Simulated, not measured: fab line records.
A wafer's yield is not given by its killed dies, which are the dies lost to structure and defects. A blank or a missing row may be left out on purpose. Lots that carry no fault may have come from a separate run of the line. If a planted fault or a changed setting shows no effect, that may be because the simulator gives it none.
fab line records ; flow n5_finfet
record lots=7; wafers=18; last_day=18
route steps=1938 shown BEOL_M14@1753
lots untouched by any fault: they come from a run of this same line in which no faults occurred
start_h: hours from the record's first day to the start of the lot's first wafer shown ; wait_h: how many hours have passed since the lot's step before this one ; " as in the row above ; L1.1+2: a single row standing in for several wafers ; - no value, or no start given ; * or withheld: withheld ; < > ~ a bound
route shown NAME@n: NAME is a module with steps in the file, n the number in the route of the first one ; usual: the fault-free wafers' mean and standard deviation ; same: alike in all rows ; chamber/n: place in a boat ; sites: each site's reading ; _std_site: standard deviation across them ; _edge_site: mean of outer sites minus mean of inner sites ; radius_mm: how far each site lies from the wafer's centre ; mask NAME#n: copy n ; behind: the last tool/chamber to shape the wafer ; hold: reason for holding the lot/hours on hold/outcome of the hold ; device: the n, p or np transistor that did not switch ; end of line: at the end of the route, the tests of the same wafers ; for a step that has no rows: nothing shown but its recipe ; killed: dies that structure and defects cost at the first sort, which is not the same as the wafer's yield ; map: dies across one wafer; x = killed, . = not, _ = none there
set.NAME: the setting that was run; set.NAME@STEP: the one run at that earlier step ; model.NAME: the simulator's own value behind a step, which no gauge read
lots at selected steps of the route; one table per step, one row per wafer
services: the hour from which a tool's chamber was out of use, counted from the record's first day as start_h (under 0 if before that day), plus the number of hours and why
## steps
# step N5_BEOL_M14_TRENCH_ETCH_34
# recipe chemistry=C4F8/O2/Ar; target=SiO2; target_depth_a=5566.5; mask_material=SOC; he_inner_torr=15; he_outer_torr=30; time_s=126.9; ion_energy_ev=800; pressure_mtorr=20; source_w=1905; bias_w=2040; Ar_flow_sccm=400; C4F8_flow_sccm=16; O2_flow_sccm=12
# usual C4F8_flow_sccm=16.00/0.046; O2_flow_sccm=12.00/0.035; drypump_motor_current_A=6.0/0.41; he_outer_torr=30.00/0.058; oes_ar_750_au=0.80/0.077; oes_product_au=0.80/0.084; rf_vpp_V=2215/34; showerhead_plenum_p_Torr=3.47/0.11; throttle_valve_pct=30.76/0.21
lot.wafer;tool;chamber;start_h;wait_h;C4F8_flow_sccm;O2_flow_sccm;drypump_motor_current_A;he_outer_torr;oes_ar_750_au;oes_product_au;rf_hours_counter_h;rf_vpp_V;showerhead_plenum_p_Torr;throttle_valve_pct
L304.1;rie_diel-06;3;265.31;0.0;16.02;12.07;6.4;29.88;0.75;0.76;163;2279;3.54;30.89
L304.4;rie_diel-06;0;265.31;0.0;15.98;12.03;6.4;30.00;0.73;0.72;167;2233;3.44;30.77
L304.5;rie_diel-06;1;265.31;0.0;15.92;12.03;5.8;29.97;0.77;0.75;-;2207;3.32;30.58
L305.2;rie_diel-04;0;284.79;0.0;16.00;11.99;5.9;30.04;0.82;0.81;76;2212;3.56;30.78
L305.4;rie_diel-04;3;284.79;0.0;16.02;12.00;5.8;29.89;0.93;0.94;26;2201;3.65;30.31
L305.5;rie_diel-04;0;284.79;0.0;15.96;12.00;5.9;29.97;0.82;0.81;-;2214;3.56;30.79
L315.2;rie_diel-06;3;323.84;0.0;16.02;12.00;6.4;29.94;0.73;0.73;188;2277;3.53;30.91
L315.4;rie_diel-06;0;323.84;0.0;16.01;12.03;6.4;29.93;0.72;0.71;191;2229;3.43;30.77
L315.5;rie_diel-06;3;323.84;0.0;16.03;12.03;6.4;30.02;0.74;0.73;-;2276;3.53;30.90
L322.1;rie_diel-06;3;368.05;0.0;15.98;12.00;6.4;30.03;0.72;0.71;202;2276;3.52;30.90
L322.4;rie_diel-06;2;368.05;0.0;16.08;11.96;4.9;29.93;0.91;0.93;26;2159;3.37;30.82
L321.4;rie_diel-06;3;368.74;0.0;16.09;12.03;6.4;30.06;0.72;0.73;202;2276;3.52;30.90
L321.6;rie_diel-06;0;368.74;0.0;15.97;11.98;6.4;30.02;0.70;0.69;-;2230;3.42;30.81
L323.1;rie_diel-04;1;369.39;0.0;16.05;12.00;5.8;30.01;0.81;0.80;63;2233;3.50;30.84
L323.4;rie_diel-04;0;369.39;0.0;16.06;12.01;5.9;30.02;0.79;0.78;-;2209;3.54;30.82
L325.1;rie_diel-06;0;399.69;0.0;15.98;11.96;6.4;29.96;0.70;0.69;219;2228;3.41;30.80
L325.2;rie_diel-06;1;399.69;0.0;15.93;12.01;5.8;30.01;0.74;0.72;175;2203;3.30;30.67
L325.3;rie_diel-06;3;399.69;0.0;16.04;11.98;6.4;30.02;0.71;0.72;214;2276;3.52;30.93
# step N5_BEOL_M14_STRIP_70
# recipe chemistry=C4F8/O2/Ar; resist=SiARC; rf_frequency_hz=6e+07
# step N5_BEOL_M14_OCD_MEAS_35
# usual trench_depth_nm=549/19
lot.wafer;tool;chamber;start_h;wait_h;trench_depth_nm
L304.1;ocd-01;-;265.46;0.0;552
L304.4;ocd-01;-;265.46;0.0;545
L304.5;ocd-01;-;265.46;0.0;523
L305.2;ocd-02;-;284.95;0.0;534
L305.4;ocd-02;-;284.95;0.0;592
L305.5;ocd-02;-;284.95;0.0;531
L315.2;ocd-02;-;324.00;0.0;548
L315.4;ocd-02;-;324.00;0.0;544
L315.5;ocd-02;-;324.00;0.0;546
L322.1;ocd-02;-;368.20;0.0;538
L322.4;ocd-02;-;368.20;0.0;576
L321.4;ocd-02;-;368.90;0.0;547
L321.6;ocd-02;-;368.90;0.0;539
L323.1;ocd-02;-;369.60;0.0;542
L323.4;ocd-02;-;369.60;0.0;528
L325.1;ocd-02;-;399.84;0.0;546
L325.2;ocd-02;-;399.84;0.0;533
L325.3;ocd-02;-;399.84;0.0;548
# step N5_BEOL_M14_STRIP_37
# recipe chemistry=O2; power_w=600; temp_c=60; pressure_mtorr=30; rf_frequency_hz=6e+07; bias_power_w=0; overash_fraction=0.3; o2_flow_sccm=225
# step N5_BEOL_M14_ETCH_38
# recipe chemistry=CF4/N2; target=SiCN; target_depth_a=1065; taper_deg=2; time_s=120.6; ion_energy_ev=150; mask_material=SiO2; pressure_mtorr=40; source_w=430; bias_w=70; Ar_flow_sccm=100; cf4_flow_sccm=60; n2_flow_sccm=60
# usual drypump_motor_current_A=6.1/0.41; oes_product_au=0.80/0.077; rf_vpp_V=382.6/1.9; showerhead_plenum_p_Torr=2.22/0.075; throttle_valve_pct=15.35/0.17
lot.wafer;tool;chamber;start_h;wait_h;drypump_motor_current_A;oes_product_au;rf_hours_counter_h;rf_vpp_V;showerhead_plenum_p_Torr;throttle_valve_pct
L304.1;rie_diel-02;3;-;-;6.8;0.93;4;382.0;2.16;15.40
L304.4;rie_diel-02;0;-;-;5.7;0.70;215;379.5;2.08;15.35
L304.5;rie_diel-02;0;-;-;5.8;0.69;-;380.2;2.08;15.35
L305.2;rie_diel-06;3;-;-;6.4;0.75;173;385.5;2.29;15.41
L305.4;rie_diel-06;0;-;-;6.4;0.73;-;381.9;2.21;15.40
L305.5;rie_diel-06;3;-;-;6.4;0.75;-;382.7;2.29;15.43
L315.2;rie_diel-04;2;-;-;6.0;0.77;130;385.4;2.30;15.47
L315.4;rie_diel-04;0;-;-;5.9;0.80;91;383.7;2.30;15.52
L315.5;rie_diel-04;2;-;-;6.0;0.77;-;383.8;2.30;15.48
L322.1;rie_diel-02;2;-;-;5.8;0.87;49;382.4;2.17;15.25
L322.4;rie_diel-02;3;-;-;6.8;0.83;-;381.6;2.15;15.48
L321.4;rie_diel-02;2;-;-;5.9;0.87;-;381.6;2.17;15.24
L321.6;rie_diel-02;3;-;-;6.8;0.83;-;380.3;2.15;15.48
L323.1;rie_diel-02;1;-;-;6.3;0.75;127;383.4;2.22;15.51
L323.4;rie_diel-02;2;-;-;5.8;0.88;-;379.6;2.17;15.26
L325.1;rie_diel-04;2;-;-;6.0;0.74;152;385.5;2.29;15.50
L325.2;rie_diel-04;3;-;-;5.8;0.87;63;385.2;2.34;15.00
L325.3;rie_diel-04;1;-;-;5.8;0.79;73;382.2;2.22;15.26
# step N5_BEOL_M14_PRECLEAN_39
# recipe chemistry=residue_remover; time_s=60; temp_c=40
# step N5_BEOL_M14_SRD_40
# recipe time_s=30; temp_c=23; rinse_liquid=diw; dry=n2_spin; spin_rpm=1500; dry_time_s=30
# step N5_BEOL_M14_DEGAS_41
# recipe ambient=vacuum; temp_c=300; time_s=60
# step N5_BEOL_M14_PRE_CLEAN_42
# recipe gas=H2/He; time_s=30; temp_c=300
# usual heater_power_w=463/59
lot.wafer;tool;chamber;start_h;wait_h;heater_power_w
L304.1;pvd_sputter-01;-;268.76;0.0;512
L304.4;pvd_sputter-01;-;268.76;0.0;420
L304.5;pvd_sputter-01;-;268.76;0.0;474
L305.2;pvd_sputter-03;-;286.91;0.0;522
L305.4;pvd_sputter-03;-;286.91;0.0;435
L305.5;pvd_sputter-03;-;286.91;0.0;366
L315.2;pvd_sputter-03;-;327.12;0.0;527
L315.4;pvd_sputter-03;-;327.12;0.0;449
L315.5;pvd_sputter-03;-;327.12;0.0;517
L322.1;pvd_sputter-03;-;369.32;0.0;447
L322.4;pvd_sputter-03;-;369.32;0.0;524
L321.4;pvd_sputter-03;-;369.92;0.0;441
L321.6;pvd_sputter-03;-;369.92;0.0;421
L323.1;pvd_sputter-01;-;372.36;0.0;494
L323.4;pvd_sputter-01;-;372.36;0.0;465
L325.1;pvd_sputter-01;-;401.99;0.0;505
L325.2;pvd_sputter-01;-;401.99;0.0;464
L325.3;pvd_sputter-01;-;401.99;0.0;472
# step N5_BEOL_M14_SPUTTER_43
# recipe material=TaN; target_thk_a=150; temp_c=50; bias_v=168.6; power_w=15000; chamber_pressure_pa=0.12; time_s=24.19
# usual throttle_valve_pct=29.9/0.92
lot.wafer;tool;chamber;start_h;wait_h;throttle_valve_pct
L304.1;pvd_sputter-01;-;268.80;0.0;30.2
L304.4;pvd_sputter-01;-;268.80;0.0;30.4
L304.5;pvd_sputter-01;-;268.80;0.0;29.7
L305.2;pvd_sputter-03;-;286.95;0.0;31.1
L305.4;pvd_sputter-03;-;286.95;0.0;29.8
L305.5;pvd_sputter-03;-;286.95;0.0;30.8
L315.2;pvd_sputter-03;-;327.16;0.0;31.1
L315.4;pvd_sputter-03;-;327.16;0.0;29.8
L315.5;pvd_sputter-03;-;327.16;0.0;31.0
L322.1;pvd_sputter-03;-;369.36;0.0;29.7
L322.4;pvd_sputter-03;-;369.36;0.0;31.0
L321.4;pvd_sputter-03;-;369.96;0.0;29.9
L321.6;pvd_sputter-03;-;369.96;0.0;30.3
L323.1;pvd_sputter-01;-;372.40;0.0;29.0
L323.4;pvd_sputter-01;-;372.40;0.0;30.0
L325.1;pvd_sputter-01;-;402.03;0.0;30.2
L325.2;pvd_sputter-01;-;402.03;0.0;30.0
L325.3;pvd_sputter-01;-;402.03;0.0;29.0
# step N5_BEOL_M14_SPUTTER_44
# recipe material=Ta; target_thk_a=150; temp_c=50; bias_v=80; power_w=15000; chamber_pressure_pa=0.07; time_s=24.19
# step N5_BEOL_M14_SPUTTER_45
# recipe material=Cu; target_thk_a=1000; temp_c=-20; bias_v=60; power_w=26000; chamber_pressure_pa=0.13; time_s=16.67
# usual chuck_gas_flow_sccm=1.26/0.06; throttle_valve_pct=29.9/0.9
lot.wafer;tool;chamber;start_h;wait_h;chuck_gas_flow_sccm;throttle_valve_pct
L304.1;pvd_sputter-01;-;268.96;0.0;1.29;30.1
L304.4;pvd_sputter-01;-;268.96;0.0;1.26;30.5
L304.5;pvd_sputter-01;-;268.96;0.0;1.33;29.9
L305.2;pvd_sputter-03;-;287.11;0.0;1.31;31.1
L305.4;pvd_sputter-03;-;287.11;0.0;1.32;29.5
L305.5;pvd_sputter-03;-;287.11;0.0;1.25;30.9
L315.2;pvd_sputter-03;-;327.32;0.0;1.26;31.2
L315.4;pvd_sputter-03;-;327.32;0.0;1.20;29.6
L315.5;pvd_sputter-03;-;327.32;0.0;1.15;31.1
L322.1;pvd_sputter-03;-;369.52;0.0;1.24;29.7
L322.4;pvd_sputter-03;-;369.52;0.0;1.27;31.1
L321.4;pvd_sputter-03;-;370.12;0.0;1.21;29.5
L321.6;pvd_sputter-03;-;370.12;0.0;1.32;30.1
L323.1;pvd_sputter-01;-;372.56;0.0;1.28;29.1
L323.4;pvd_sputter-01;-;372.56;0.0;1.25;29.8
L325.1;pvd_sputter-01;-;402.19;0.0;1.31;30.2
L325.2;pvd_sputter-01;-;402.19;0.0;1.25;29.9
L325.3;pvd_sputter-01;-;402.19;0.0;1.20;29.4
# step N5_BEOL_M14_ECD_47
# recipe material=Cu; target_thk_a=12480
lot.wafer;tool;chamber;start_h;wait_h;model.Cu_of_BEOL_M14_ECD_47.thk_nm
L304.1;ecd_cu-01;0;269.08;0.1;1247
L304.4;ecd_cu-01;1;269.08;0.1;1241
L304.5;ecd_cu-01;1;269.08;0.1;1249
L305.2;ecd_cu-01;1;287.22;0.1;1247
L305.4;ecd_cu-01;1;287.22;0.1;1232
L305.5;ecd_cu-01;1;287.22;0.1;1249
L315.2;ecd_cu-02;0;327.44;0.1;1250
L315.4;ecd_cu-02;1;327.44;0.1;1259
L315.5;ecd_cu-02;0;327.44;0.1;1235
L322.1;ecd_cu-01;0;369.63;0.1;1252
L322.4;ecd_cu-01;0;369.63;0.1;526.2
L321.4;ecd_cu-01;0;370.29;0.1;515
L321.6;ecd_cu-01;1;370.29;0.1;527.8
L323.1;ecd_cu-01;1;372.68;0.1;1245
L323.4;ecd_cu-01;0;372.68;0.1;504.8
L325.1;ecd_cu-02;1;402.35;0.1;1236
L325.2;ecd_cu-02;0;402.35;0.1;1246
L325.3;ecd_cu-02;0;402.35;0.1;1258
# step N5_BEOL_M14_ANNEAL_48
# recipe temp_c=225; time_s=90; ambient=N2
# step N5_BEOL_M14_CMP_49
# recipe stop_on=SiO2; t_overpolish_s=5.2; down_force_psi=2; platen_rpm=80; clearing_platen_down_force_psi=2; clearing_platen_rpm=80; post_cmp_clean=cu_alkaline; target_thk_nm=560; clearing_platen_pad_velocity_m_s=1.5917; pad_velocity_m_s=1.5917
# usual motor_current_A=8.2/0.92; time_to_endpoint_s=120/4.7
lot.wafer;tool;chamber;start_h;wait_h;motor_current_A;time_to_endpoint_s;model.Cu_of_BEOL_M14_ECD_47.thk_nm
L304.1;cmp-03;0;270.19;0.4;8.5;116;554
L304.4;cmp-03;2;270.19;0.4;9.3;126;550.6
L304.5;cmp-03;0;270.19;0.4;8.3;117;525
L305.2;cmp-02;0;287.83;0.2;8.4;130;537.6
L305.4;cmp-02;2;287.83;0.2;8.0;119;594
L305.5;cmp-02;0;287.83;0.2;7.9;123;536.2
L315.2;cmp-02;2;328.92;0.2;7.9;116;550.6
L315.4;cmp-02;0;328.92;0.2;8.5;124;548
L315.5;cmp-02;2;328.92;0.2;7.9;112;549.2
L322.1;cmp-02;3;370.17;0.3;8.5;118;540.6
L322.4;cmp-02;1;370.17;0.3;10.0;50;526.2
L321.4;cmp-02;0;370.85;0.2;8.4;55;515
L321.6;cmp-02;1;370.85;0.2;9.9;48;527.8
L323.4;cmp-02;2;373.20;0.2;7.4;46;504.8
L323.1;cmp-02;0;373.20;0.2;8.1;128;548.4
L325.3;cmp-01;1;403.12;0.2;7.7;128;552
L325.2;cmp-01;3;403.12;0.2;7.9;128;537.8
L325.1;cmp-01;0;403.12;0.2;8.6;128;549.4
# step N5_BEOL_M14_THK_MEAS_50
# recipe thk_meas_gauge=xrf; reads=Cu_of_BEOL_M14_ECD_47
# usual M14_THK=559/19
lot.wafer;tool;chamber;start_h;wait_h;M14_THK[nm]
L304.1;film_metro-01;-;270.45;-;562
L304.4;film_metro-01;-;270.45;-;559
L304.5;film_metro-01;-;270.45;-;532
L305.2;film_metro-01;-;288.12;-;540
L305.4;film_metro-01;-;288.12;-;598
L305.5;film_metro-01;-;288.12;-;542
L315.2;film_metro-01;-;329.22;-;554
L315.4;film_metro-01;-;329.22;-;552
L315.5;film_metro-01;-;329.22;-;552
L322.1;film_metro-01;-;370.43;-;546
L322.4;film_metro-01;-;370.43;-;530
L321.4;film_metro-01;-;371.04;-;524
L321.6;film_metro-01;-;371.04;-;537
L323.1;film_metro-02;-;373.46;-;558
L323.4;film_metro-02;-;373.46;-;509
L325.1;film_metro-02;-;403.41;-;562
L325.2;film_metro-02;-;403.41;-;549
L325.3;film_metro-02;-;403.41;-;563
## services
tool;chamber;start_h;hours;kind
ecd_cu-01;-;242.54;4.9;pm
cmp-02;-;243.83;-;consumable_replace:conditioner
cmp-01;-;251.56;4.0;pm
ecd_cu-02;-;254.00;7.6;pm
cmp-02;-;256.58;0.3;repair
cmp-01;-;260.01;6.3;pm
rie_diel-06;2;274.97;-;clean
rie_diel-06;2;274.97;-;consumable_replace:focus_ring
rie_diel-06;2;274.97;20.6;scheduled_down
rie_diel-06;2;274.97;20.6;vent_cycle
rie_diel-06;-;279.75;0.6;repair
cmp-03;-;311.23;4.0;pm
ecd_cu-02;-;322.17;4.7;pm
cmp-03;-;337.01;3.0;pm
cmp-03;-;353.25;6.8;pm
cmp-03;-;360.92;2.5;repair
rie_diel-04;2;365.46;5.0;repair
cmp-03;-;366.71;1.0;repair
cmp-03;-;367.73;0.4;repair
rie_diel-04;-;376.07;3.0;repair
cmp-02;-;379.83;0.6;repair
pvd_sputter-03;-;380.55;4.1;repair
rie_diel-06;2;398.58;13.6;repair
cmp-03;-;400.77;1.5;repair
## key
first_sign step=N5_BEOL_M14_CMP_49; reading=time_to_endpoint_s; direction=down; sigmas=15; usual=*; struck=*
effect step=N5_BEOL_M14_THK_MEAS_50; reading=M14_THK; direction=down; sigmas=1.8; usual=559; struck=525; wafers_moved=1
model_effect step=N5_BEOL_M14_ECD_47; value=Cu_of_BEOL_M14_ECD_47.thk_nm; without=1258; struck=518.5
model_effect step=N5_BEOL_M14_CMP_49; value=Cu_of_BEOL_M14_ECD_47.thk_nm; without=550.9; struck=518.5
met_at N5_BEOL_M14_ECD_47
struck_wafers L321.4,L321.6,L322.4,L323.4
onset_between 287.22 369.63
fault kind=process_parameter_drift; tool=ecd_cu-01; chamber=-; onset_h=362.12; steps=N5_BEOL_M14_ECD_47; channel=target_thk_a; offset=*; shape=step; end_h=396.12; scope=struck_wafers_only; acts_in=*; stated=*
